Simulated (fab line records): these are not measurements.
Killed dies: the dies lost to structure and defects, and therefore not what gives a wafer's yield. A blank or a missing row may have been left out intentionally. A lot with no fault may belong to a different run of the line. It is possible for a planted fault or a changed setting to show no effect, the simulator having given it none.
Matching of chambers -- flow n5_finfet -- cmp-03 running N5_BEOL_M3_CMP_52: 4 sister chambers
The step polishes, stops on SiOC, t overpolish 6.8 s, target thk 40 nm. 4 wafers are shown with their chamber, then 8 later ones without.

## WAFERS, EACH WITH ITS CHAMBER
wafer,chamber,motor_current_A (A)
L081.2,3,7.3
L088.4,2,5.9
L087.1,1,5.2
L087.2,0,5.7

## WAFERS WITHOUT THEIR CHAMBER
wafer,motor_current_A (A)
L087.3,7.2
L092.2,7.2
L092.4,5.5
L095.1,5.5
L095.2,5.9
L095.4,5.7
L096.1,5.5
L097.2,5.6

## WHICH CHAMBER EACH ONE RAN IN
wafer,from the rows above,in truth
L087.3,3,3
L092.2,3,3
L092.4,can't be placed: 0 or 1 or 2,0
L095.1,can't be placed: 0 or 1 or 2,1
L095.2,can't be placed: 2 or 0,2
L095.4,can't be placed: 0 or 2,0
L096.1,can't be placed: 0 or 1 or 2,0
L097.2,can't be placed: 0 or 2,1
Placed correctly: 2 of 8. These rows do not allow placing 6 (true chamber among the candidates in 5). Placed wrongly: 0.
How it was worked out, from the rows above alone: a wafer's distance from a chamber is the root of the sum, over the readings, of the square of ((its reading less the chamber's mean) divided by the reading's scatter). The wafer belongs to the nearest chamber; if the next one is less than 2 further off, it can't be placed. Each chamber's mean is taken over the wafers shown for it. The scatter: with one shown wafer a chamber, the root of the mean of the squares of how far each hidden wafer lies from its nearest shown one.
